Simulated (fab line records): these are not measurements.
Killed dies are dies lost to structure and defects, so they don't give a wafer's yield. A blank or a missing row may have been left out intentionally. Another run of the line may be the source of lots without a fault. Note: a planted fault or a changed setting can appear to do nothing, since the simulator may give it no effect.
Matching of chambers / flow n5_finfet / N5_DUMMY_GATE_ETCH_31 on rie_diel-03 has 4 sister chambers
The step etches SiO2 in C4F6/O2, target depth 82.5 nm, time 27.5 s. 4 wafers are shown with their chamber, then 8 later ones without.

== EACH WAFER AND ITS CHAMBER ==
wafer=L089.4; chamber=0; rf_vpp_V (V)=684
wafer=L089.6; chamber=3; rf_vpp_V (V)=638
wafer=L091.6; chamber=1; rf_vpp_V (V)=664
wafer=L094.1; chamber=2; rf_vpp_V (V)=673

== WAFERS WITHOUT THEIR CHAMBER ==
wafer=L094.4; rf_vpp_V (V)=665
wafer=L094.5; rf_vpp_V (V)=666
wafer=L095.1; rf_vpp_V (V)=673
wafer=L095.3; rf_vpp_V (V)=665
wafer=L095.5; rf_vpp_V (V)=638
wafer=L097.2; rf_vpp_V (V)=665
wafer=L097.3; rf_vpp_V (V)=685
wafer=L097.5; rf_vpp_V (V)=665

== CHAMBER TAKEN BY EACH ==
wafer=L094.4; from the rows above=1; in truth=1
wafer=L094.5; from the rows above=1; in truth=1
wafer=L095.1; from the rows above=2; in truth=2
wafer=L095.3; from the rows above=1; in truth=1
wafer=L095.5; from the rows above=3; in truth=3
wafer=L097.2; from the rows above=1; in truth=1
wafer=L097.3; from the rows above=0; in truth=0
wafer=L097.5; from the rows above=1; in truth=1
Correctly placed: 8 of 8. Number that these rows cannot place: 0. 0 placed wrongly.
How it was worked out, from the rows above alone: a wafer's distance from a chamber is the root of the sum, over the readings, of the square of ((its reading less the chamber's mean) divided by the reading's scatter). The wafer belongs to the nearest chamber; if the next one is less than 2 further off, it can't be placed. Each chamber's mean is taken over the wafers shown for it. The scatter: with one shown wafer a chamber, the root of the mean of the squares of how far each hidden wafer lies from its nearest shown one.
